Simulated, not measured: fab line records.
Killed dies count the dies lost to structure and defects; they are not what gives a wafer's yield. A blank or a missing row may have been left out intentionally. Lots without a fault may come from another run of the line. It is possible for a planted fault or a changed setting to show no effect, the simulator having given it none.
Chamber matching    flow nand_harc    3 sister chambers for NHARC_A_M1_PRE_CLEAN_32 on pecvd-01
The step time 12 s. 16 wafers are shown with their chamber, then 8 later ones without.

## EACH WAFER AND ITS CHAMBER
wafer   chamber  heater_power_w (W)
L076.2  1        704
L076.3  2        586
L076.4  1        726
L081.1  0        609
L081.3  2        610
L081.6  0        598
L086.1  0        533
L086.2  2        556
L086.3  1        697
L090.1  1        710
L090.3  2        581
L090.5  1        683
L095.1  2        603
L095.2  0        505
L095.5  1        658
L093.1  0        514

SIGNATURES, as means of the wafers listed above
reading         chamber 0  chamber 1  chamber 2  scatter within a chamber
heater_power_w  551.80     696.33     587.20     32.7
Rule: a wafer's distance from a chamber is the root of the sum, over the readings, of the square of ((its reading less the chamber's mean) divided by the reading's scatter). The wafer belongs to the nearest chamber; if the next one is less than 2 further off, it can't be placed. The scatter: the root of (the sum of the squares of (reading less its chamber's mean) over the shown wafers, divided by (wafers less chambers)).

## WAFERS WITH NO CHAMBER GIVEN
wafer   heater_power_w (W)
L093.5  640
L093.6  527
L096.1  625
L096.3  506
L096.6  505
L097.1  490
L097.2  528
L097.4  598

## WHICH CHAMBER EACH WENT THROUGH
wafer   from the rows above           in truth
L093.5  can't be placed: 2 or 1 or 0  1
L093.6  can't be placed: 0 or 2       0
L096.1  can't be placed: 2 or 1 or 0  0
L096.3  can't be placed: 0 or 2       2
L096.6  can't be placed: 0 or 2       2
L097.1  can't be placed: 0 or 2       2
L097.2  can't be placed: 0 or 2       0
L097.4  can't be placed: 2 or 0       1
Correctly placed: 0 of 8. Cannot be placed on the basis of these rows: 8; the candidates contain the true chamber in 7. Placed wrongly: 0.
